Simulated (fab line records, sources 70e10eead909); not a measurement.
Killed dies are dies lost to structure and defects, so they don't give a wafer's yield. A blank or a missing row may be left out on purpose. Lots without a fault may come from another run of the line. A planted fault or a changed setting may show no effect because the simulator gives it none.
Chamber matching | flow nand_harc | NHARC_A_BLC_CMP_25 on cmp-04: 4 sister chambers
The step polishes, t overpolish 30 s, target thk 150 nm. 4 wafers are shown with their chamber, then 7 later ones without.

WAFERS WITH THEIR CHAMBER
wafer  | chamber | motor_current_A (A)
L084.3 | 2       | 11.3
L084.6 | 1       | 11.5
L087.2 | 0       | 12.7
L087.3 | 3       | 10.5

WAFERS WITHOUT THEIR CHAMBER
wafer  | motor_current_A (A)
L087.5 | 11.7
L089.1 | 10.8
L089.2 | 12.3
L089.6 | 13.1
L095.2 | 11.4
L095.4 | 13.0
L095.6 | 10.6

WHICH CHAMBER EACH WENT THROUGH
wafer  | from the rows above          | in truth
L087.5 | can't be placed: 1 or 2      | 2
L089.1 | can't be placed: 3 or 2 or 1 | 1
L089.2 | can't be placed: 0 or 1      | 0
L089.6 | 0                            | 0
L095.2 | can't be placed: 1 or 2      | 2
L095.4 | 0                            | 0
L095.6 | 3                            | 3
Placed correctly: 3 of 7. Can't be placed from these rows: 4 (the true chamber is among the candidates in 4). Placed wrongly: 0.
How it was worked out, from the rows above alone: a wafer's distance from a chamber is the root of the sum, over the readings, of the square of ((its reading less the chamber's mean) divided by the reading's scatter). The wafer belongs to the nearest chamber; if the next one is less than 2 further off, it can't be placed. A chamber's mean is the mean of its shown wafers. The scatter: with one shown wafer a chamber, the root of the mean of the squares of how far each hidden wafer lies from its nearest shown one.
